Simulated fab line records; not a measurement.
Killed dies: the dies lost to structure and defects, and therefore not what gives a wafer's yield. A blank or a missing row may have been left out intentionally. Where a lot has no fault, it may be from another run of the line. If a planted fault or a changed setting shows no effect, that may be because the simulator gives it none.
fab line records | flow n5Finfet
record: lots: 9 wafers: 27 lastDay: 17
route steps=1938 shown MOL_CONTACT_COAG@592 BEOL_M4@1111 PASSIVATION@1936
lots untouched by any fault: they come from a run of this same line in which no faults occurred
startH: hours from the record's first day to the start of the lot's first wafer shown | waitH: how many hours have passed since the lot's step before this one | " the same as in the row above | L1.1+2: a row that stands for several wafers | - no value, or no start was given | * or withheld: withheld | < > ~ a bound
route shown NAME@n: NAME is a module with steps in the file, n the number in the route of the first one | usual: the fault-free wafers' mean and standard deviation | same: alike in all rows | chamber/n: place in a boat | sites: readings site by site | _std_site: standard deviation of those values | _edge_site: inner sites' mean taken away from outer sites' mean | radiusMm: how far each site lies from the wafer's centre | mask NAME#n: copy n | behind: the tool/chamber that last shaped the wafer | hold: the reason the lot was held/the length of the hold in hours/how it ended | device: whichever transistor did not switch (one of n, p or np) | end of line: the tests these same wafers got at the end of their route | a step without rows: its recipe alone | killed: not the wafer's yield, but the dies lost to structure and defects at the first sort | map: the dies of a wafer, with x for killed, . for not killed, _ for no die there
set.NAME: setting as actually run; set.NAME@STEP: the setting as run at that earlier step | model.NAME: the simulator's own value behind a step, which no gauge read
a sample of lots followed through the steps of the route, with each step as a table and each wafer as a row
services: a tool's chamber out of use, with start hour (startH, from the record's first day; less than 0 if before it), hours out, and reason
== steps ==
step: N5_MOL_CONTACT_COAG_CD_MEAS_137
recipe: targetCdNm: 16
usual: cdNm: 16.1/0.33
columns lot.wafer tool chamber startH waitH cdNm
L955.1 cdSem-03 - 112.05 0.0 15.4
L955.3 " - " " 16.0
L955.5 " - " " 16.4
L957.1 cdSem-02 - 124.27 0.0 15.7
L957.3 " - " " 15.9
L957.5 " - " " 16.2
L958.1 cdSem-02 - 130.18 0.0 15.9
L958.2 " - " " 16.5
L958.4 " - " " 16.2
L966.1 cdSem-02 - 177.51 0.0 15.6
L966.2 " - " " 15.9
L966.5 " - " " 15.4
L967.3 cdSem-02 - 180.87 0.0 15.8
L967.4 " - " " 15.5
L967.6 " - " " 15.6
L969.2 cdSem-02 - 194.82 0.0 15.8
L969.5 " - " " 15.9
L969.6 " - " " 15.6
L974.1 cdSem-02 - 225.68 0.0 15.9
L974.2 " - " " 15.6
L974.3 " - " " 15.3
L975.1 cdSem-02 - 230.80 0.0 16.2
L975.4 " - " " 16.3
L975.5 " - " " 15.9
L976.2 cdSem-01 - 235.44 0.0 16.2
L976.4 " - " " 15.9
L976.5 " - " " 16.5
step: N5_MOL_CONTACT_COAG_ALD_133
recipe: material: SiO2 targetThkA: 50 tempC: 100 aldPrecursorFamily: BDEAS aldCoReactant: O2-plasma pulseTimeS: 1 coReactantPulseTimeS: 1 purgeTimeS: 2 coReactantPurgeTimeS: 2 aldCycles: 35 pressureTorr: 2
usual: aldCycles: 35/0 heaterPowerW: 77/12 precursorPulseHeightRel: 1.001/0.021
columns lot.wafer tool chamber startH waitH aldCycles heaterPowerW precursorPulseHeightRel
L955.1 aldSin-01 1 113.14 0.6 35 64 0.991
L955.3 " 0 " " 35 73 1.023
L955.5 " 2 " " 35 94 0.988
L957.1 aldSin-04 1 124.84 0.1 35 65 1.015
L957.3 " 0 " " 35 74 1.017
L957.5 " 2 " " 35 65 0.999
L958.1 aldSin-01 1 130.88 0.1 35 64 0.991
L958.2 " 2 " " 35 90 0.999
L958.4 " 0 " " 35 74 0.989
L966.1 aldSin-01 3 178.21 0.1 35 80 1.028
L966.2 " 2 " " 27 90 0.996
L966.5 " 1 " " 35 63 0.997
L967.3 aldSin-01 0 181.47 0.1 27 72 1.034
L967.4 " 2 " " 35 90 0.984
L967.6 " 0 " " 35 76 1.027
L969.2 aldSin-01 1 195.52 0.1 27 66 0.980
L969.5 " 1 " " 35 65 0.994
L969.6 " 2 " " 35 89 1.008
L974.1 aldSin-03 2 226.51 0.2 35 91 0.985
L974.2 " 0 " " 35 61 1.020
L974.3 " 1 " " 35 106 0.981
L975.1 aldSin-03 1 232.90 0.2 35 105 1.007
L975.4 " 2 " " 35 89 0.992
L975.5 " 2 " " 35 91 0.998
L976.2 aldSin-04 3 236.19 0.1 35 76 1.052
L976.4 " 0 " " 35 68 1.000
L976.5 " 3 " " 35 76 0.971
step: N5_MOL_CONTACT_COAG_ETCHBACK_134
recipe: chemistry: CHF3 target: SiO2 targetDepthA: 100 timeS: 6.7 ionEnergyEv: 200 pressureMtorr: 30 sourceW: 610 biasW: 170 Ar_flow_sccm: 200 CHF3_flow_sccm: 50
usual: chamberPressureMTorr: 30.001/0.027 drypumpMotorCurrentA: 5.8/0.42 oes_ar_750_au: 0.84/0.087 oesProductAu: 0.84/0.091 rfFwdPowerW: 602.4/2.5 rfVppV: 517/11 showerheadPlenumPTorr: 2.40/0.094 throttleValvePct: 18.70/0.19
columns lot.wafer tool chamber startH waitH chamberPressureMTorr drypumpMotorCurrentA oes_ar_750_au oesProductAu rfFwdPowerW rfHoursCounterH rfVppV showerheadPlenumPTorr throttleValvePct
L955.1 rieDiel-02 3 113.43 0.2 29.927 6.1 0.69 0.69 597.0 237 515 2.34 18.99
L955.3 " 1 " " 30.052 6.3 0.80 0.80 603.5 126 508 2.32 18.56
L955.5 " 0 " " 29.953 5.6 0.96 0.93 604.4 - 511 2.55 18.65
L957.1 rieDiel-02 0 125.05 0.1 30.031 5.6 0.94 0.94 605.6 17 511 2.55 18.67
L957.3 " 2 " " 29.977 5.7 0.96 0.98 606.2 1 539 2.45 18.57
L957.5 " 1 " " 30.010 6.3 0.80 0.80 605.5 - 507 2.31 18.57
L958.1 rieDiel-02 3 131.06 0.1 30.037 6.1 0.69 0.69 599.0 244 516 2.34 19.01
L958.2 " 0 " " 29.977 5.5 0.93 0.94 604.2 20 511 2.55 18.64
L958.4 " 1 " " 30.018 6.3 0.79 0.79 606.0 132 507 2.31 18.58
L966.1 rieDiel-02 1 178.39 0.1 30.032 6.4 0.79 0.77 600.7 149 508 2.31 18.60
L966.2 " 3 " " 29.990 6.1 0.97 0.99 599.1 3 513 2.34 18.63
L966.5 " 0 " " 30.025 5.5 0.90 0.89 601.2 - 511 2.54 18.71
L967.3 rieDiel-06 2 181.68 0.1 29.993 5.6 0.71 0.70 601.9 211 504 2.45 19.17
L967.4 " 3 " " 29.962 5.6 0.81 0.81 606.2 93 514 2.31 18.86
L967.6 " 3 " " 29.967 5.6 0.81 0.81 604.2 - 514 2.31 18.85
L969.2 rieDiel-06 2 195.70 0.1 30.034 5.6 0.71 0.70 600.3 216 504 2.45 19.16
L969.5 " 1 " " 30.010 6.2 0.91 0.93 603.0 - 525 2.33 18.43
L969.6 " 2 " " 29.975 5.6 0.72 0.70 599.6 - 505 2.45 19.18
L974.1 rieDiel-02 0 226.86 0.3 29.978 5.5 0.88 0.87 605.0 55 512 2.54 18.71
L974.2 " 1 " " 30.020 6.3 0.77 0.75 603.0 166 507 2.30 18.63
L974.3 " 2 " " 30.010 5.8 0.86 0.87 602.4 39 536 2.43 18.62
L975.1 rieDiel-02 3 233.12 0.1 30.003 6.1 0.91 0.93 596.4 25 514 2.33 18.68
L975.4 " 0 " " 30.051 5.6 0.87 0.86 603.2 59 510 2.54 18.72
L975.5 " 3 " " 30.029 6.1 0.92 0.92 596.7 - 514 2.33 18.70
L976.2 rieDiel-02 0 236.55 0.3 29.951 5.5 0.87 0.86 601.4 60 511 2.54 18.76
L976.4 " 1 " " 29.999 6.3 0.76 0.75 599.5 - 506 2.30 18.64
L976.5 " 3 " " 29.984 6.2 0.91 0.92 601.7 - 515 2.33 18.67
step: N5_MOL_CONTACT_COAG_STRIP_72
recipe: chemistry: N2/H2 powerW: 450 tempC: 40 pressureMtorr: 20 rfFrequencyHz: 6e+07 overashFraction: 3 biasPowerW: 7 h2Frac: 0.5 n2FlowSccm: 200 h2FlowSccm: 200
usual: chamberPressureMTorr: 20.00/0.048 drypumpMotorCurrentA: 5.8/0.43 h2FlowSccm: 200.0/0.66 oesProductAu: 0.84/0.089 rfVppV: 59.5/2 showerheadPlenumPTorr: 2.55/0.1 throttleValvePct: 23.6/0.3
columns lot.wafer tool chamber startH waitH chamberPressureMTorr drypumpMotorCurrentA h2FlowSccm oesProductAu rfHoursCounterH rfVppV showerheadPlenumPTorr throttleValvePct
L955.1 rieDiel-02 3 113.71 0.0 19.99 6.1 200.8 0.70 237 56.6 2.48 23.6
L955.3 " 1 " " 20.03 6.3 199.9 0.78 126 55.7 2.45 23.3
L955.5 " 0 " " 19.99 5.5 199.1 0.94 - 59.5 2.71 23.8
L957.1 rieDiel-02 0 125.33 0.0 19.97 5.5 199.9 0.95 18 58.6 2.71 23.8
L957.3 " 2 " " 19.99 5.8 199.6 0.98 1 61.6 2.62 23.6
L957.5 " 1 " " 19.95 6.3 200.7 0.79 - 57.7 2.45 23.3
L958.1 rieDiel-02 3 131.34 0.0 19.96 6.1 200.7 0.69 244 58.6 2.48 23.6
L958.2 " 0 " " 20.03 5.5 199.2 0.95 20 59.5 2.71 23.8
L958.4 " 1 " " 20.02 6.3 199.7 0.80 132 63.5 2.45 23.3
L966.1 rieDiel-02 1 178.67 0.0 19.99 6.4 201.1 0.78 149 62.2 2.44 23.4
L966.2 " 3 " " 20.03 6.1 198.4 1.00 3 57.5 2.48 23.4
L966.5 " 0 " " 20.05 5.5 199.4 0.89 - 61.5 2.70 23.8
L967.3 rieDiel-06 2 181.96 0.0 19.99 5.6 201.0 0.71 211 54.5 2.62 24.3
L967.4 " 3 " " 19.98 5.6 199.6 0.79 93 60.4 2.46 23.7
L967.6 " 3 " " 19.90 5.6 199.5 0.83 - 58.6 2.46 23.7
L969.2 rieDiel-06 2 195.98 0.0 19.95 5.6 200.2 0.71 216 60.2 2.62 24.3
L969.5 " 1 " " 19.98 6.3 200.7 0.92 - 59.7 2.48 23.1
L969.6 " 2 " " 20.08 5.5 201.0 0.72 - 59.8 2.62 24.3
L974.1 rieDiel-02 0 227.14 0.0 19.99 5.5 199.7 0.86 55 58.4 2.69 23.8
L974.2 " 1 " " 20.01 6.4 199.1 0.77 166 59.0 2.44 23.4
L974.3 " 2 " " 19.94 5.8 199.5 0.86 39 57.2 2.60 23.7
L975.1 rieDiel-02 3 233.40 0.0 19.96 6.1 199.1 0.93 25 57.6 2.47 23.4
L975.4 " 0 " " 20.01 5.5 201.5 0.87 59 59.3 2.69 23.9
L975.5 " 3 " " 19.83 6.1 200.6 0.91 - 58.2 2.47 23.4
L976.2 rieDiel-02 0 236.83 0.0 20.05 5.5 200.0 0.87 61 60.0 2.69 23.9
L976.4 " 1 " " 19.98 6.3 199.4 0.76 - 59.0 2.43 23.4
L976.5 " 3 " " 20.05 6.1 199.8 0.92 - 58.0 2.46 23.4
step: N5_BEOL_M4_RC_MEAS_101
usual: DIBL_N: 36.8/1.5 DIBL_P: 37.1/2.1 IOFF_N: 0.168/0.03 IOFF_P: 0.22/0.034 ION_N: 679/12 ION_P: 466/8 SS_N: 71.7/0.58 SS_P: 73.5/0.67 VT_N: 248.8/2.7 VT_P: -250/3.3
columns lot.wafer tool chamber startH waitH DIBL_N[mV/V] DIBL_P[mV/V] IOFF_N[nA/um] IOFF_P[nA/um] ION_N[uA/um] ION_P[uA/um] SS_N[mV/dec] SS_P[mV/dec] VT_N[mV] VT_P[mV]
L957.1 prober-02 0 179.56 0.0 36.4 37.5 0.165 0.22 677 468 71.8 72.7 247.4 -253
L957.3 " 0 " " 38.7 40.5 0.200 0.27 687 468 72.6 74.0 246.2 -247
L957.5 " 0 " " 36.0 37.8 0.152 0.23 679 468 71.0 72.7 251.6 -246
L955.1 prober-01 0 181.48 0.0 37.0 36.1 0.146 0.19 678 461 71.5 73.5 249.8 -253
L955.3 " 0 " " 36.9 36.0 0.146 0.20 675 462 70.6 72.9 247.4 -249
L955.5 " 0 " " 37.1 36.1 0.148 0.20 672 461 70.9 73.4 248.0 -250
L958.1 prober-01 0 185.76 0.0 37.7 38.3 0.187 0.26 678 467 72.6 74.2 247.7 -246
L958.2 " 0 " " 39.2 37.7 0.213 0.24 680 460 72.9 73.9 248.0 -247
L958.4 " 0 " " 34.7 33.1 0.126 0.17 667 458 71.5 73.1 252.7 -252
L966.1 prober-02 0 242.12 0.0 34.3 32.5 0.132 0.19 662 465 70.9 73.3 250.2 -251
L966.2 " 0 " " 36.4 34.9 0.166 0.22 676 470 71.2 73.4 247.7 -250
L966.5 " 0 " " 35.6 34.2 0.152 0.21 670 461 71.0 74.0 249.4 -250
L967.3 prober-02 0 246.82 0.3 41.2 40.8 0.240 0.32 677 468 72.2 76.2 245.5 -248
L967.4 " 0 " " 36.5 34.4 0.138 0.21 662 464 71.1 73.5 253.0 -251
L967.6 " 0 " " 35.5 32.9 0.124 0.18 657 455 71.1 72.4 253.3 -249
L969.2 prober-01 0 262.98 0.2 37.2 37.4 0.178 0.23 690 467 71.8 72.4 245.2 -249
L969.5 " 0 " " 38.1 38.0 0.182 0.25 689 470 71.6 73.9 247.6 -247
L969.6 " 0 " " 35.6 35.5 0.146 0.20 683 468 70.7 72.7 251.3 -249
L974.1 prober-02 0 288.14 0.0 39.5 39.8 0.233 0.28 712 478 71.8 74.5 244.4 -247
L974.2 " 0 " " 36.3 36.0 0.149 0.21 687 472 71.4 73.2 250.9 -249
L974.3 " 0 " " 37.7 37.7 0.182 0.23 695 476 72.2 73.2 248.9 -250
L975.1 prober-02 0 296.59 0.0 33.4 33.0 0.126 0.19 679 469 71.3 72.9 252.8 -251
L975.4 " 0 " " 34.7 34.8 0.147 0.22 681 472 71.5 73.4 252.4 -247
L975.5 " 0 " " 36.5 36.2 0.164 0.26 678 474 72.4 73.0 248.7 -246
L976.2 prober-01 0 314.67 0.2 37.7 38.6 0.167 0.25 676 467 71.3 73.1 249.5 -246
L976.4 " 0 " " 38.0 37.2 0.171 0.22 680 469 71.0 72.6 249.2 -248
L976.5 " 0 " " 35.4 34.7 0.135 0.18 667 455 71.3 72.9 252.4 -251
step: N5_PASSIVATION_PROBE_49
usual: defectLimitedYield: 91.0/1.5 killed_at_M0_to_M3: 34/11 killed_at_M4_up: 14/5.3 killedAtContacts: 13/7 killedAtFrontEnd: 41/13 killedAtOther: 4/3.1 killedDies: 106/17 killedOnRim: 14/3.9 killedOpen: 70/12 killedShort: 35/8 sort_bin_5_function: 5.2/0.98 sort_bin_6_memory: 3.4/0.69 sortNPass: 1074/17 sortYieldPct: 91.0/1.5
same: grossDies: 1180 killedAtBackSide: 0 sort_bin_4_leakage[%]: 0 sort_bin_8_speed[%]: 0
columns lot.wafer tool chamber startH waitH defectLimitedYield[%] killed_at_M0_to_M3 killed_at_M4_up killedAtContacts killedAtFrontEnd killedAtOther killedDies killedOnRim killedOpen killedShort sort_bin_5_function[%] sort_bin_6_memory[%] sortNPass sortYieldPct[%]
L966.1 prober-02 - 341.91 0.0 91.4 31 12 10 43 6 102 18 69 33 5.3 3.1 1078 91.4
L966.2 prober-02 - 341.96 0.1 74.7 48 21 177 51 2 299 41 89 42 6.8 3.7 881 74.7
L966.5 prober-02 - 342.11 0.2 91.8 23 20 6 43 5 97 16 55 39 4.8 3.0 1083 91.8
L967.3 prober-02 - 349.07 0.1 76.7 38 18 190 24 5 275 40 72 35 5.5 3.1 905 76.7
L967.4 prober-02 - 349.12 0.2 92.4 28 15 29 15 3 90 14 62 27 4.7 2.6 1090 92.4
L967.6 prober-02 - 349.22 0.3 90.9 37 15 13 37 5 107 18 69 37 5.4 3.4 1073 90.9
L969.2 prober-02 - 368.26 0.1 78.0 32 12 161 51 4 260 31 61 46 5.5 3.1 920 78.0
L969.5 prober-02 - 368.41 0.2 90.9 35 7 15 47 3 107 15 76 31 5.3 3.6 1073 90.9
L969.6 prober-02 - 368.46 0.3 91.7 26 8 6 54 4 98 16 57 41 4.8 3.0 1082 91.7
killed by level:class
L966.1 BEOL_M2:geometricParticle:open=13 FIN_SAQP:geometricParticle:open=8 STI_FIN_REVEAL:geometricParticle:open=8 MOL_CONTACT_COAG:geometricParticle:open=7 DUMMY_GATE:geometricParticle:open=6 FIN_SAQP:geometricParticle:short=5 BEOL_M2:geometricParticle:short=4 STARTING-WAFER:geometricParticle:short=4
L966.2 MOL_CONTACT_COAG:areaAld=168 BEOL_M2:geometricParticle:open=12 FIN_SAQP:geometricParticle:short=11 BEOL_M1:geometricParticle:open=10 MOL_CONTACT_COAG:geometricParticle:open=9 BEOL_M4:geometricParticle:open=9 STI_FIN_REVEAL:geometricParticle:open=8 GATE_CUT:geometricParticle:short=7
L966.5 FIN_SAQP:geometricParticle:short=9 STI_FIN_REVEAL:geometricParticle:open=8 BEOL_M4:geometricParticle:open=8 BEOL_M2:geometricParticle:open=7 MOL_CONTACT_COAG:geometricParticle:open=5 BEOL_M2:geometricParticle:short=4 BEOL_M3:geometricParticle:open=4 BEOL_M6:geometricParticle:open=4
L967.3 MOL_CONTACT_COAG:areaAld=168 MOL_CONTACT_COAG:geometricParticle:open=15 BEOL_M3:geometricParticle:open=11 BEOL_M4:geometricParticle:open=11 BEOL_M0_SAQP:geometricParticle:short=8 STI_FIN_REVEAL:geometricParticle:open=7 MOL_CONTACT_COAG:geometricParticle:short=7 BEOL_M2:geometricParticle:open=7
L967.4 MOL_CONTACT_COAG:geometricParticle:open=20 BEOL_M0_SAQP:geometricParticle:open=9 MOL_CONTACT_COAG:geometricParticle:short=8 BEOL_M0_SAQP:geometricParticle:short=8 BEOL_M4:geometricParticle:open=7 STI_FIN_REVEAL:geometricParticle:open=5 BEOL_M3:geometricParticle:open=5 GATE_CUT:geometricParticle:short=3
L967.6 MOL_CONTACT_COAG:geometricParticle:open=10 FIN_SAQP:geometricParticle:open=8 BEOL_M2:geometricParticle:open=8 BEOL_M3:geometricParticle:open=8 ILD0:geometricParticle:short=7 BEOL_M0_SAQP:geometricParticle:short=7 FIN_SAQP:geometricParticle:short=6 BEOL_M1:geometricParticle:open=6
L969.2 MOL_CONTACT_COAG:areaAld=153 FIN_SAQP:geometricParticle:short=13 FIN_SAQP:geometricParticle:open=10 STI_FIN_REVEAL:geometricParticle:open=10 MOL_CONTACT_COAG:geometricParticle:open=6 BEOL_M0_SAQP:geometricParticle:open=6 BEOL_M4:geometricParticle:open=6 BEOL_M3:geometricParticle:open=5
L969.5 FIN_SAQP:geometricParticle:open=16 MOL_CONTACT_COAG:geometricParticle:open=15 BEOL_M1:geometricParticle:open=10 BEOL_M2:geometricParticle:open=9 ILD0:geometricParticle:short=7 FIN_SAQP:geometricParticle:short=5 GATE_CUT:geometricParticle:short=5 BEOL_M0:geometricParticle:open=4
L969.6 FIN_SAQP:geometricParticle:short=11 FIN_SAQP:geometricParticle:open=9 STI_FIN_REVEAL:geometricParticle:open=7 MOL_CONTACT_COAG:geometricParticle:open=5 BEOL_M3:geometricParticle:open=5 ILD0:geometricParticle:short=4 ILD0:geometricParticle:open=4 BEOL_M1:geometricParticle:open=4
== services ==
columns tool chamber startH hours kind
rieDiel-02 2 96.77 1.5 repair
aldSin-03 0 99.32 - clean
aldSin-03 1 99.32 - clean
aldSin-03 2 99.32 - clean
aldSin-03 3 99.32 - clean
rieDiel-02 2 101.58 - clean
rieDiel-02 2 101.58 - consumableReplace:focusRing
rieDiel-02 2 101.58 20.0 scheduledDown
rieDiel-02 2 101.58 20.0 ventCycle
rieDiel-06 1 109.69 - clean
rieDiel-06 1 109.69 - consumableReplace:focusRing
rieDiel-06 1 109.69 20.6 scheduledDown
rieDiel-06 1 109.69 20.6 ventCycle
aldSin-04 - 115.62 1.8 repair
rieDiel-02 3 148.32 - clean
rieDiel-02 3 148.32 - consumableReplace:focusRing
rieDiel-02 1 158.46 5.5 repair
aldSin-04 - 176.82 14.0 pm
aldSin-04 0 176.82 14.0 ventCycle
aldSin-04 1 176.82 14.0 ventCycle
aldSin-04 2 176.82 14.0 ventCycle
rieDiel-06 - 215.62 15.6 pm
rieDiel-02 2 235.45 2.4 repair
aldSin-01 3 236.11 3.7 repair
== key ==
firstSign: step: N5_MOL_CONTACT_COAG_ALD_133 reading: aldCycles direction: down sigmas: 99+ usual: * struck: *
effect: step: N5_PASSIVATION_PROBE_49 reading: killedAtContacts direction: up sigmas: 23 usual: 13 struck: 176
moreKillsBornAt: N5_MOL_CONTACT_COAG_ALD_133@aldSin-01: 489
metAt N5_MOL_CONTACT_COAG_ALD_133
struckLots L966,L967,L969
struckWafers L966.2,L967.3,L969.2
notActingAt N5_MOL_CONTACT_COAG_CD_MEAS_137,N5_MOL_CONTACT_COAG_ETCHBACK_134,N5_MOL_CONTACT_COAG_STRIP_72
onsetBetween 130.88 178.21
fault: kind: processParameterDrift tool: aldSin-01 chamber: - onsetH: 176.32 steps: N5_MOL_CONTACT_COAG_ALD_133 channel: aldCycles offset: * shape: step endH: 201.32 scope: struckWafersOnly actsIn: * stated: *
